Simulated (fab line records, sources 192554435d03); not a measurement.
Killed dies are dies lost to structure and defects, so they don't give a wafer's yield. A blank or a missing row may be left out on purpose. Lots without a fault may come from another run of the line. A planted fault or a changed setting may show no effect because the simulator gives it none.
fab line records | flow n5_finfet
record lots=24 wafers=72 last_day=21
route steps=1938 shown BEOL_M1@764 BEOL_M2@866
lots that met no fault: from a run of the same line without faults
start_h: hours from the record's first day to the start of the lot's first wafer shown | wait_h: hours since the lot's step before | " the same as in the row above | L1.1+2: a row that stands for several wafers | - no value, or no start given | * or withheld: withheld | < > ~ a bound
route shown NAME@n: a module of which the file shows steps, and the number in the route of the first | usual: mean/standard deviation of fault-free wafers | same: alike in all rows | chamber/n: place in a boat | sites: the reading at each site | _std_site: their standard deviation | _edge_site: outer sites' mean less inner sites' | radius_mm: how far each site lies from the wafer's centre | mask NAME#n: copy n | behind: the tool/chamber that last shaped the wafer | hold: why the lot was held/for how many hours/how that ended | device: the transistor (n, p or np) that didn't switch | end of line: the same wafers' tests at the end of the route | a step without rows: its recipe alone | killed: dies lost to structure and defects at the first sort, not the wafer's yield | map: a wafer's dies, x killed, . not, _ none there
set.NAME: the setting as run; set.NAME@STEP: as run at that earlier step | model.NAME: the simulator's own value behind a step, which no gauge read
steps of the route over a sample of lots; a table a step, a row a wafer
services: from which hour (start_h, from the record's first day; less than 0 if before it) a tool's chamber was out of use, for how many hours, and why
## steps
# step N5_BEOL_M1_CD_MEAS_11
# recipe target_cd_nm=17.05 landing_energy_ev=500 detector=se_inlens polarity=opening
# usual cd_nm=17.01/0.28
# columns lot.wafer tool chamber start_h wait_h cd_nm
L074.3 cd_sem-01 0 134.24 - 17.08
L074.4 " 0 " " 16.95
L074.5 " 0 " " 16.88
L076.2 cd_sem-02 0 139.43 - 17.34
L076.5 " 0 " " 17.23
L076.6 " 0 " " 17.23
L077.2 cd_sem-02 0 152.23 - 17.03
L077.3 " 0 " " 16.88
L077.6 " 0 " " 17.30
L075.1 cd_sem-02 0 155.14 - 17.05
L075.4 " 0 " " 16.80
L075.5 " 0 " " 16.45
L078.1 cd_sem-01 0 159.23 - 16.86
L078.4 " 0 " " 16.89
L078.6 " 0 " " 17.34
L079.2 cd_sem-02 0 160.59 - 16.86
L079.3 " 0 " " 16.65
L079.4 " 0 " " 16.57
L080.2 cd_sem-02 0 164.71 - 16.99
L080.4 " 0 " " 16.98
L080.5 " 0 " " 17.12
L081.1 cd_sem-02 0 169.98 - 16.91
L081.2 " 0 " " 16.81
L081.6 " 0 " " 16.91
L082.1 cd_sem-02 0 174.54 - 17.23
L082.3 " 0 " " 16.51
L082.6 " 0 " " 16.74
L083.1 cd_sem-01 0 179.81 - 16.57
L083.2 " 0 " " 17.02
L083.5 " 0 " " 17.07
L084.1 cd_sem-03 0 189.77 - 17.01
L084.3 " 0 " " 17.19
L084.5 " 0 " " 17.24
L085.2 cd_sem-02 0 195.07 - 16.37
L085.3 " 0 " " 16.83
L085.6 " 0 " " 17.10
L086.3 cd_sem-03 0 196.72 - 17.21
L086.5 " 0 " " 17.57
L086.6 " 0 " " 16.71
L087.1 cd_sem-03 0 202.36 - 16.94
L087.2 " 0 " " 16.80
L087.6 " 0 " " 16.69
L088.1 cd_sem-02 0 205.98 - 17.09
L088.5 " 0 " " 16.91
L088.6 " 0 " " 16.92
L089.1 cd_sem-01 0 220.88 - 16.71
L089.2 " 0 " " 16.56
L089.5 " 0 " " 16.47
L090.2 cd_sem-02 0 224.69 - 17.32
L090.3 " 0 " " 17.41
L090.6 " 0 " " 17.60
L091.3 cd_sem-03 0 229.11 - 17.27
L091.4 " 0 " " 17.18
L091.6 " 0 " " 17.25
L092.3 cd_sem-03 0 233.32 - 17.33
L092.5 " 0 " " 17.05
L092.6 " 0 " " 16.89
L093.1 cd_sem-01 0 237.44 - 16.81
L093.3 " 0 " " 16.94
L093.6 " 0 " " 16.87
L094.1 cd_sem-01 0 244.02 - 17.04
L094.3 " 0 " " 17.18
L094.4 " 0 " " 17.14
L095.1 cd_sem-02 0 251.23 - 17.52
L095.3 " 0 " " 17.24
L095.6 " 0 " " 17.28
L096.1 cd_sem-01 0 258.83 - 17.28
L096.5 " 0 " " 17.09
L096.6 " 0 " " 17.27
L097.2 cd_sem-03 0 265.79 - 17.57
L097.3 " 0 " " 16.91
L097.6 " 0 " " 17.35
# step N5_BEOL_M1_STRIP_36
# recipe chemistry=N2/H2 power_w=450 temp_c=40 pressure_mtorr=20 rf_frequency_hz=6e+07 overash_fraction=0.3 bias_power_w=7 h2_frac=0.5 n2_flow_sccm=200 h2_flow_sccm=200
# usual drypump_motor_current_A=5.7/0.41 oes_product_au=0.78/0.084 rf_vpp_V=59.0/1.4 showerhead_plenum_p_Torr=2.52/0.1 throttle_valve_pct=23.5/0.33
# columns lot.wafer tool chamber start_h wait_h drypump_motor_current_A oes_product_au rf_hours_counter_h rf_vpp_V showerhead_plenum_p_Torr throttle_valve_pct
L074.3 rie_diel-03 0 139.44 0.0 5.2 0.69 228 60.3 2.49 23.7
L074.4 " 3 " " 6.4 0.75 114 58.0 2.54 23.2
L074.5 " 3 " " 6.5 0.76 - 57.0 2.54 23.2
L076.2 rie_diel-02 0 145.41 0.0 5.8 0.86 55 59.4 2.45 23.4
L076.5 " 2 " " 5.8 0.72 - 59.9 2.44 23.8
L076.6 " 3 " " 5.4 0.87 - 61.6 2.70 23.3
L077.2 rie_diel-02 3 165.30 0.0 5.4 0.87 29 59.1 2.69 23.3
L077.3 " 0 " " 5.8 0.85 62 59.3 2.45 23.4
L077.6 " 0 " " 5.8 0.85 - 59.0 2.45 23.4
L078.1 rie_diel-03 1 165.33 0.0 5.9 0.72 208 59.5 2.62 23.6
L078.4 " 2 " " 6.0 0.72 182 58.7 2.42 23.4
L078.6 " 2 " " 6.0 0.72 - 59.2 2.42 23.4
L075.1 rie_diel-06 2 165.43 0.0 5.8 0.72 161 60.4 2.64 23.1
L075.4 " 2 " " 5.8 0.72 - 60.0 2.64 23.1
L075.5 " 1 " " 5.6 0.79 - 56.6 2.42 23.8
L079.2 rie_diel-03 3 168.73 0.0 6.5 0.75 125 58.7 2.54 23.2
L079.3 " 0 " " 5.3 0.67 239 58.9 2.49 23.8
L079.4 " 1 " " 5.9 0.73 209 59.4 2.62 23.6
L080.2 rie_diel-02 2 170.15 0.0 5.9 0.70 181 59.6 2.44 23.8
L080.4 " 1 " " 4.8 0.77 149 59.3 2.53 24.0
L080.5 " 1 " " 4.9 0.77 - 59.8 2.53 24.0
L081.1 rie_diel-02 2 179.12 0.0 5.8 0.70 184 59.3 2.44 23.8
L081.2 " 3 " " 5.4 0.87 33 58.2 2.69 23.3
L081.6 " 3 " " 5.4 0.85 - 60.7 2.69 23.3
L082.1 rie_diel-03 3 179.13 0.0 6.5 0.75 129 58.2 2.54 23.2
L082.3 " 1 " " 5.9 0.73 213 58.3 2.62 23.6
L082.6 " 3 " " 6.5 0.75 - 56.5 2.54 23.2
L083.1 rie_diel-03 3 182.38 0.0 6.5 0.74 129 58.1 2.54 23.2
L083.2 " 2 " " 6.0 0.73 187 58.8 2.42 23.4
L083.5 " 3 " " 6.5 0.74 - 59.7 2.54 23.2
L085.2 rie_diel-02 3 197.80 0.0 5.4 0.84 41 58.8 2.69 23.3
L085.3 " 1 " " 4.8 0.76 159 58.4 2.53 24.0
L085.6 " 1 " " 4.8 0.76 - 58.2 2.53 24.0
L084.1 rie_diel-03 3 197.84 0.0 6.4 0.73 136 61.7 2.53 23.2
L084.3 " 1 " " 5.9 0.72 220 60.9 2.62 23.6
L084.5 " 3 " " 6.5 0.74 - 60.9 2.53 23.2
L086.3 rie_diel-02 2 206.50 0.0 5.9 0.69 193 59.2 2.43 23.8
L086.5 " 0 " " 5.8 0.81 - 59.6 2.44 23.4
L086.6 " 1 " " 4.9 0.78 - 60.1 2.53 24.0
L087.1 rie_diel-06 3 211.36 0.0 5.4 0.95 3 59.5 2.72 24.0
L087.2 " 0 " " 5.7 0.95 16 59.4 2.48 23.0
L087.6 " 3 " " 5.4 0.97 - 60.0 2.72 24.1
L088.1 rie_diel-02 3 222.70 0.0 5.4 0.83 49 58.3 2.68 23.3
L088.5 " 1 " " 4.8 0.76 - 58.1 2.52 24.0
L088.6 " 0 " " 5.8 0.81 - 59.8 2.44 23.4
L089.1 rie_diel-06 1 223.15 0.0 5.7 0.75 150 59.2 2.41 23.8
L089.2 " 2 " " 5.8 0.71 185 60.1 2.63 23.2
L089.5 " 0 " " 5.7 0.95 - 56.5 2.48 23.0
L090.2 rie_diel-06 0 227.62 0.0 5.7 0.95 21 57.6 2.48 23.0
L090.3 " 1 " " 5.7 0.76 151 56.3 2.41 23.8
L090.6 " 3 " " 5.4 0.95 - 57.9 2.72 24.0
L091.3 rie_diel-02 2 231.86 0.0 5.9 0.69 202 60.1 2.43 23.8
L091.4 " 0 " " 5.8 0.81 - 57.2 2.44 23.4
L091.6 " 2 " " 5.8 0.70 - 57.2 2.43 23.8
L092.3 rie_diel-06 1 236.48 0.0 5.6 0.77 153 58.0 2.41 23.8
L092.5 " 2 " " 5.8 0.71 - 58.0 2.63 23.1
L092.6 " 3 " " 5.4 0.96 - 59.1 2.72 24.1
L093.1 rie_diel-02 0 239.58 0.0 5.8 0.79 91 55.5 2.44 23.4
L093.3 " 3 " " 5.4 0.80 56 62.2 2.68 23.3
L093.6 " 2 " " 5.9 0.69 - 56.4 2.43 23.8
L094.1 rie_diel-03 0 252.64 0.0 5.2 0.91 13 56.2 2.48 23.3
L094.3 " 1 " " 5.9 0.69 239 58.0 2.61 23.6
L094.4 " 3 " " 6.4 0.73 156 58.1 2.52 23.2
L095.1 rie_diel-02 3 258.75 0.0 5.4 0.80 62 61.6 2.68 23.4
L095.3 " 2 " " 5.9 0.68 211 58.0 2.43 23.8
L095.6 " 2 " " 5.8 0.68 - 58.6 2.43 23.8
L096.1 rie_diel-06 0 265.20 0.0 5.7 0.92 32 58.4 2.47 23.0
L096.5 " 3 " " 5.4 0.91 - 60.3 2.72 24.0
L096.6 " 0 " " 5.7 0.91 - 61.7 2.47 23.0
L097.2 rie_diel-02 3 268.73 0.0 5.4 0.81 65 59.7 2.68 23.4
L097.3 " 0 " " 5.8 0.79 99 60.1 2.43 23.4
L097.6 " 3 " " 5.4 0.81 - 60.1 2.68 23.4
# step N5_BEOL_M1_SPUTTER_81
# recipe material=Cu target_thk_a=45 temp_c=-20 chamber_pressure_pa=0.07 power_w=withheld time_s=8.29
# usual throttle_valve_pct=30.2/1.3
# columns lot.wafer tool chamber start_h wait_h throttle_valve_pct
L074.3 pvd_sputter-01 - 142.45 0.1 32.1
L074.4 " - " " 31.7
L074.5 " - " " 32.0
L076.2 pvd_sputter-02 - 147.31 0.1 29.1
L076.5 " - " " 29.1
L076.6 " - " " 30.7
L077.2 pvd_sputter-01 - 167.31 0.1 30.0
L077.3 " - " " 31.6
L077.6 " - " " 28.6
L078.1 pvd_sputter-03 - 167.33 0.1 28.6
L078.4 " - " " 28.4
L078.6 " - " " 28.8
L075.1 pvd_sputter-02 - 169.03 0.1 30.7
L075.4 " - " " 28.9
L075.5 " - " " 29.2
L079.2 pvd_sputter-02 - 170.87 0.1 28.7
L079.3 " - " " 30.9
L079.4 " - " " 30.6
L080.2 pvd_sputter-02 - 172.71 0.1 30.3
L080.4 " - " " 30.9
L080.5 " - " " 30.4
L081.1 pvd_sputter-01 - 180.82 0.1 30.1
L081.2 " - " " 28.8
L081.6 " - " " 29.0
L082.1 pvd_sputter-03 - 181.01 0.1 31.9
L082.3 " - " " 28.5
L082.6 " - " " 32.0
L083.1 pvd_sputter-03 - 184.21 0.1 28.3
L083.2 " - " " 28.8
L083.5 " - " " 31.9
L085.2 pvd_sputter-01 - 199.64 0.1 32.0
L085.3 " - " " 31.4
L085.6 " - " " 31.4
L084.1 pvd_sputter-01 - 201.48 0.1 31.8
L084.3 " - " " 28.7
L084.5 " - " " 29.0
L086.3 pvd_sputter-01 - 208.68 0.1 31.8
L086.5 " - " " 28.8
L086.6 " - " " 31.7
L087.1 pvd_sputter-02 - 215.08 0.1 30.2
L087.2 " - " " 30.4
L087.6 " - " " 30.6
L088.1 pvd_sputter-01 - 224.62 0.1 31.6
L088.5 " - " " 28.8
L088.6 " - " " 31.5
L089.1 pvd_sputter-03 - 225.08 0.1 30.1
L089.2 " - " " 28.6
L089.5 " - " " 31.9
L090.2 pvd_sputter-03 - 230.83 0.1 32.0
L090.3 " - " " 29.9
L090.6 " - " " 28.8
L091.3 pvd_sputter-01 - 234.34 0.1 30.1
L091.4 " - " " 28.8
L091.6 " - " " 31.4
L092.3 pvd_sputter-03 - 238.74 0.1 29.1
L092.5 " - " " 28.4
L092.6 " - " " 29.0
L093.1 pvd_sputter-01 - 241.48 0.1 31.9
L093.3 " - " " 30.0
L093.6 " - " " 28.6
L094.1 pvd_sputter-01 - 254.74 0.1 31.2
L094.3 " - " " 30.0
L094.4 " - " " 28.8
L095.1 pvd_sputter-01 - 260.59 0.1 31.6
L095.3 " - " " 28.6
L095.6 " - " " 31.9
L096.1 pvd_sputter-02 - 268.31 0.1 30.2
L096.5 " - " " 30.9
L096.6 " - " " 29.0
L097.2 pvd_sputter-03 - 270.83 0.1 28.7
L097.3 " - " " 31.9
L097.6 " - " " 29.2
# step N5_BEOL_M2_CD_MEAS_18
# recipe pitch_nm=36 target_cd_nm=18
# usual cd_nm=18.2/0.42
# columns lot.wafer tool chamber start_h wait_h cd_nm
L074.3 cd_sem-03 - 147.31 0.1 18.1
L074.4 " - " " 17.8
L074.5 " - " " 18.4
L076.2 cd_sem-02 - 153.25 0.1 19.1
L076.5 " - " " 18.7
L076.6 " - " " 17.9
L077.2 cd_sem-02 - 171.63 0.1 18.4
L077.3 " - " " 18.6
L077.6 " - " " 18.2
L078.1 cd_sem-02 - 171.73 0.0 18.1
L078.4 " - " " 17.6
L078.6 " - " " 17.9
L075.1 cd_sem-01 - 174.81 0.0 17.9
L075.4 " - " " 18.3
L075.5 " - " " 17.9
L079.2 cd_sem-03 - 175.25 0.1 17.4
L079.3 " - " " 18.3
L079.4 " - " " 18.6
L080.2 cd_sem-03 - 180.82 0.1 17.9
L080.4 " - " " 17.7
L080.5 " - " " 17.8
L081.1 cd_sem-01 - 187.12 0.0 17.6
L081.2 " - " " 17.9
L081.6 " - " " 18.6
L082.1 cd_sem-02 - 187.52 0.0 18.3
L082.3 " - " " 18.3
L082.6 " - " " 18.3
L083.1 cd_sem-02 - 188.50 0.0 17.5
L083.2 " - " " 18.1
L083.5 " - " " 18.0
L085.2 cd_sem-03 - 203.87 0.1 17.8
L085.3 " - " " 18.1
L085.6 " - " " 18.0
L084.1 cd_sem-03 - 207.19 0.0 17.4
L084.3 " - " " 18.7
L084.5 " - " " 18.8
L086.3 cd_sem-01 - 213.15 0.1 18.7
L086.5 " - " " 17.8
L086.6 " - " " 18.2
L087.1 cd_sem-03 - 221.15 0.0 18.1
L087.2 " - " " 19.0
L087.6 " - " " 18.8
L088.1 cd_sem-02 - 229.09 0.0 17.9
L088.5 " - " " 18.7
L088.6 " - " " 18.3
L089.1 cd_sem-03 - 229.22 0.1 18.6
L089.2 " - " " 17.7
L089.5 " - " " 17.5
L090.2 cd_sem-01 - 236.94 0.1 18.1
L090.3 " - " " 18.4
L090.6 " - " " 18.4
L091.3 cd_sem-01 - 238.62 0.1 18.0
L091.4 " - " " 17.8
L091.6 " - " " 17.7
L092.3 cd_sem-03 - 244.09 0.1 18.3
L092.5 " - " " 17.8
L092.6 " - " " 18.7
L093.1 cd_sem-03 - 245.56 0.0 18.5
L093.3 " - " " 18.3
L093.6 " - " " 18.2
L094.1 cd_sem-01 - 259.11 0.0 17.1
L094.3 " - " " 17.9
L094.4 " - " " 18.1
L095.1 cd_sem-03 - 265.31 0.0 18.2
L095.3 " - " " 18.1
L095.6 " - " " 18.4
L096.1 cd_sem-03 - 273.60 0.0 18.0
L096.5 " - " " 18.6
L096.6 " - " " 18.1
L097.2 cd_sem-02 - 274.52 0.1 18.3
L097.3 " - " " 18.9
L097.6 " - " " 18.4
# step N5_BEOL_M2_ALD_98
# recipe material=SiO2 target_thk_a=25 temp_c=100 ald_precursor_family=BDEAS ald_co_reactant=O2-plasma pulse_time_s=1 co_reactant_pulse_time_s=1 purge_time_s=2 co_reactant_purge_time_s=2 ald_cycles=17 pressure_torr=2
# usual chamber_pressure_Torr=2.001/0.0044 heater_power_outer_w=40/3.1 heater_power_w=77/5.3 precursor_pulse_height_rel=1.004/0.02
# columns lot.wafer tool chamber start_h wait_h chamber_pressure_Torr heater_power_outer_w heater_power_w precursor_pulse_height_rel
L074.3 ald_sin-04 2 148.49 0.6 1.998 43 85 1.054
L074.4 " 1 " " 2.005 42 78 1.016
L074.5 " 2 " " 1.995 43 88 0.982
L076.2 ald_sin-03 1 153.97 0.1 2.004 40 74 0.967
L076.5 " 1 " " 2.004 41 75 0.951
L076.6 " 0 " " 1.999 37 73 0.983
L077.2 ald_sin-02 3 172.65 0.4 2.008 35 66 0.998
L077.3 " 2 " " 2.007 43 77 1.025
L077.6 " 0 " " 2.004 41 82 0.994
L078.1 ald_sin-02 3 172.75 0.4 1.995 35 67 1.022
L078.4 " 2 " " 2.000 43 78 0.983
L078.6 " 1 " " 1.993 42 82 0.997
L075.1 ald_sin-03 2 176.67 1.3 2.004 40 81 0.995
L075.4 " 3 " " 1.995 46 83 1.003
L075.5 " 3 " " 2.000 45 83 1.011
L079.2 ald_sin-02 0 176.78 0.8 1.995 41 82 1.010
L079.3 " 3 " " 2.004 35 67 1.016
L079.4 " 2 " " 2.004 45 79 1.005
L080.2 ald_sin-04 3 181.55 0.2 2.000 36 77 0.979
L080.4 " 1 " " 2.003 42 79 0.954
L080.5 " 3 " " 2.010 36 74 1.019
L081.1 ald_sin-04 1 187.83 0.1 2.005 42 78 1.019
L081.2 " 0 " " 1.994 40 72 0.998
L081.6 " 3 " " 2.003 35 73 0.992
L082.1 ald_sin-02 2 188.09 0.1 2.001 43 79 0.999
L082.3 " 0 " " 1.996 40 80 0.976
L082.6 " 2 " " 1.998 43 80 0.990
L083.1 ald_sin-04 0 189.08 0.1 2.004 38 71 1.012
L083.2 " 2 " " 2.003 44 89 0.991
L083.5 " 1 " " 2.009 41 77 1.020
L085.2 ald_sin-02 1 204.44 0.1 2.002 45 81 1.010
L085.3 " 2 " " 1.995 43 79 0.964
L085.6 " 2 " " 2.000 44 80 0.993
L084.1 ald_sin-03 3 209.13 0.1 2.000 45 85 1.002
L084.3 " 0 " " 2.005 38 73 1.003
L084.5 " 2 " " 1.999 38 78 1.006
L086.3 ald_sin-04 0 213.96 0.1 2.014 41 73 1.014
L086.5 " 1 " " 2.002 42 80 0.996
L086.6 " 0 " " 2.003 40 72 0.969
L087.1 ald_sin-04 3 221.79 0.1 1.993 36 79 0.985
L087.2 " 1 " " 1.994 41 78 0.987
L087.6 " 1 " " 2.002 40 80 0.993
L088.1 ald_sin-02 1 229.78 0.1 1.996 44 80 1.018
L088.5 " 2 " " 1.998 43 78 1.013
L088.6 " 3 " " 1.998 34 67 1.017
L089.1 ald_sin-04 2 230.14 0.1 2.000 42 88 0.989
L089.2 " 0 " " 2.003 40 73 1.024
L089.5 " 1 " " 2.001 41 78 1.018
L090.2 ald_sin-02 2 237.57 0.1 2.002 44 78 1.003
L090.3 " 1 " " 1.998 43 83 1.001
L090.6 " 2 " " 2.000 43 77 1.021
L091.3 ald_sin-02 3 239.51 0.3 1.993 34 67 0.976
L091.4 " 2 " " 2.000 44 80 1.020
L091.6 " 0 " " 1.998 41 83 0.995
L092.3 ald_sin-03 2 245.21 0.5 1.994 38 76 0.979
L092.5 " 1 " " 2.006 39 75 0.992
L092.6 " 0 " " 1.995 39 73 1.028
L093.1 ald_sin-04 1 246.51 0.3 1.998 42 79 1.028
L093.3 " 2 " " 1.998 43 86 1.000
L093.6 " 3 " " 2.003 36 78 0.997
L094.1 ald_sin-03 0 259.72 0.1 2.003 38 73 1.045
L094.3 " 1 " " 1.999 41 75 1.009
L094.4 " 2 " " 2.004 38 75 0.988
L095.1 ald_sin-03 3 266.09 0.1 1.999 45 84 1.007
L095.3 " 0 " " 1.998 39 74 1.008
L095.6 " 1 " " 2.008 40 76 1.010
L096.1 ald_sin-03 2 275.06 0.9 2.006 39 76 1.011
L096.5 " 2 " " 2.005 38 73 0.995
L096.6 " 1 " " 1.996 40 76 0.996
L097.2 ald_sin-03 1 275.32 0.2 2.000 42 73 1.036
L097.3 " 2 " " 2.000 38 75 1.032
L097.6 " 2 " " 2.008 38 78 0.993
# step N5_BEOL_M2_ETCH_70
# recipe chemistry=N2/H2 target=SOC target_depth_a=800 overetch_a=240 mask_material=SiARC temp_c=40 time_s=130 ion_energy_ev=200 pressure_mtorr=30 source_w=840 bias_w=150 n2_flow_sccm=200 h2_flow_sccm=200
# usual drypump_motor_current_A=5.9/0.42 oes_product_au=0.59/0.058 rf_vpp_V=525.2/2.1 showerhead_plenum_p_Torr=2.59/0.078 throttle_valve_pct=17.75/0.24
# columns lot.wafer tool chamber start_h wait_h drypump_motor_current_A oes_product_au rf_hours_counter_h rf_vpp_V showerhead_plenum_p_Torr throttle_valve_pct
L076.2 rie_diel-01 1 191.99 0.0 6.0 0.50 238 522.5 2.49 18.13
L076.5 " 3 " " 6.5 0.54 - 523.6 2.53 17.57
L076.6 " 0 " " 6.2 0.60 - 527.0 2.71 17.99
L074.3 rie_diel-01 3 193.02 0.0 6.4 0.54 172 523.2 2.53 17.58
L074.4 " 0 " " 6.2 0.60 80 528.2 2.71 17.97
L074.5 " 1 " " 5.9 0.49 - 525.2 2.49 18.11
L075.1 rie_diel-01 2 204.73 0.0 5.6 0.54 185 525.5 2.54 17.70
L075.4 " 1 " " 6.0 0.50 244 522.3 2.49 18.14
L075.5 " 3 " " 6.4 0.54 - 524.0 2.53 17.59
L077.2 rie_diel-05 1 206.41 0.0 6.2 0.67 25 528.4 2.72 18.03
L077.3 " 3 " " 6.7 0.64 32 528.9 2.68 17.43
L077.6 " 2 " " 5.7 0.63 - 525.1 2.59 17.68
L078.1 rie_diel-05 0 207.41 0.0 5.7 0.59 69 525.4 2.66 17.29
L078.4 " 1 " " 6.2 0.66 25 528.6 2.72 18.03
L078.6 " 3 " " 6.8 0.64 - 527.2 2.68 17.41
L079.2 rie_diel-05 1 216.12 0.0 6.2 0.66 30 529.7 2.72 18.04
L079.3 " 3 " " 6.7 0.63 37 527.3 2.68 17.44
L079.4 " 0 " " 5.7 0.59 73 528.4 2.66 17.29
L081.1 rie_diel-04 3 219.76 0.0 5.6 0.50 258 526.7 2.61 17.96
L081.2 " 2 " " 5.7 0.56 116 524.2 2.54 17.63
L081.6 " 3 " " 5.7 0.51 - 525.6 2.61 17.95
L080.2 rie_diel-01 0 227.40 0.0 6.2 0.59 97 528.3 2.71 18.01
L080.4 " 0 " " 6.2 0.58 - 528.4 2.71 18.03
L080.5 " 3 " " 6.5 0.54 - 523.3 2.52 17.60
L082.1 rie_diel-01 0 232.17 0.0 6.2 0.59 99 525.9 2.71 18.02
L082.3 " 2 " " 5.6 0.53 200 523.0 2.53 17.74
L082.6 " 2 " " 5.5 0.52 - 522.7 2.53 17.73
L083.1 rie_diel-05 3 235.18 0.0 6.7 0.62 44 528.6 2.68 17.44
L083.2 " 2 " " 5.8 0.62 67 525.2 2.58 17.72
L083.5 " 1 " " 6.2 0.65 - 526.1 2.71 18.06
L085.2 rie_diel-01 3 239.76 0.0 6.5 0.53 196 523.5 2.52 17.61
L085.3 " 2 " " 5.5 0.53 204 523.6 2.53 17.72
L085.6 " 0 " " 6.2 0.58 - 526.1 2.70 18.03
L084.1 rie_diel-05 2 245.63 0.0 5.8 0.61 71 523.8 2.58 17.72
L084.3 " 0 " " 5.7 0.58 85 527.3 2.65 17.31
L084.5 " 1 " " 6.2 0.65 - 528.2 2.71 18.08
L086.3 rie_diel-04 3 252.38 0.0 5.6 0.50 275 523.8 2.60 17.98
L086.5 " 0 " " 5.1 0.69 - 524.1 2.51 17.74
L086.6 " 2 " " 5.7 0.56 - 525.7 2.53 17.65
L087.1 rie_diel-04 3 265.22 0.0 5.6 0.49 281 524.7 2.60 17.99
L087.2 " 2 " " 5.7 0.56 139 524.8 2.53 17.67
L087.6 " 0 " " 5.2 0.68 - 522.6 2.50 17.74
L088.1 rie_diel-01 1 268.76 0.0 6.0 0.68 10 523.2 2.48 17.74
L088.5 " 3 " " 6.5 0.53 - 523.0 2.52 17.64
L088.6 " 2 " " 5.6 0.52 - 522.4 2.53 17.76
L089.1 rie_diel-04 1 272.17 0.0 6.3 0.65 47 525.2 2.61 18.04
L089.2 " 0 " " 5.1 0.68 16 522.2 2.50 17.74
L089.5 " 2 " " 5.7 0.55 - 524.0 2.53 17.66
L090.2 rie_diel-04 2 281.94 0.0 5.7 0.56 146 523.0 2.53 17.70
L090.3 " 1 " " 6.3 0.65 50 525.1 2.60 18.04
L090.6 " 0 " " 5.1 0.68 - 524.5 2.50 17.76
L091.3 rie_diel-01 3 294.53 0.0 6.4 0.52 214 524.4 2.51 17.66
L091.4 " 0 " " 6.2 0.57 123 527.4 2.70 18.06
L091.6 " 0 " " 6.2 0.57 - 527.4 2.70 18.05
L092.3 rie_diel-05 1 297.72 0.0 6.2 0.61 61 526.3 2.70 18.10
L092.5 " 0 " " 5.7 0.57 - 527.9 2.65 17.35
L092.6 " 1 " " 6.2 0.62 - 526.6 2.70 18.10
L093.1 rie_diel-01 1 297.72 0.0 5.9 0.67 15 522.8 2.48 17.74
L093.3 " 0 " " 6.2 0.57 124 526.7 2.69 18.06
L093.6 " 2 " " 5.5 0.52 - 523.5 2.52 17.78
L094.1 rie_diel-05 2 308.60 0.0 5.8 0.59 97 525.8 2.57 17.77
L094.3 " 0 " " 5.7 0.57 104 526.7 2.65 17.36
L094.4 " 3 " " 6.7 0.60 73 528.0 2.66 17.49
L095.1 rie_diel-04 0 315.62 0.0 5.1 0.66 23 522.5 2.50 17.77
L095.3 " 3 " " 5.7 0.73 0 524.8 2.59 17.48
L095.6 " 3 " " 5.7 0.74 - 525.6 2.59 17.49
L096.1 rie_diel-04 3 326.60 0.0 5.6 0.71 4 525.4 2.59 17.49
L096.5 " 2 " " 5.7 0.55 - 523.3 2.52 17.71
L096.6 " 3 " " 5.7 0.71 - 526.1 2.59 17.48
L097.2 rie_diel-05 0 326.68 0.0 5.7 0.57 112 527.8 2.64 17.36
L097.3 " 2 " " 5.8 0.59 104 523.2 2.57 17.79
L097.6 " 0 " " 5.7 0.56 - 527.3 2.64 17.36
## services
# columns tool chamber start_h hours kind
rie_diel-03 2 118.77 6.3 repair
ald_sin-02 3 153.43 5.9 repair
rie_diel-01 3 166.05 3.5 repair
ald_sin-04 - 171.41 6.1 pm
ald_sin-03 - 176.77 14.0 pm
pvd_sputter-03 - 189.21 0.6 repair
ald_sin-02 3 198.27 6.7 repair
rie_diel-04 1 200.64 69.6 repair
rie_diel-04 3 203.83 8.1 repair
rie_diel-01 - 214.57 2.8 pm
ald_sin-02 - 241.88 6.1 pm
rie_diel-05 0 250.34 11.5 repair
rie_diel-02 2 261.12 1.7 repair
rie_diel-03 3 264.21 16.9 repair
rie_diel-05 0 265.71 1.2 repair
rie_diel-03 0 266.87 9.2 repair
ald_sin-04 - 268.33 14.0 pm
ald_sin-02 3 270.16 6.5 repair
rie_diel-01 1 271.01 14.9 repair
ald_sin-03 3 283.07 3.2 repair
rie_diel-02 2 283.39 7.7 repair
ald_sin-02 - 295.08 0.6 repair
rie_diel-01 1 310.36 2.1 repair
ald_sin-02 - 322.81 14.6 pm
## key
fault none
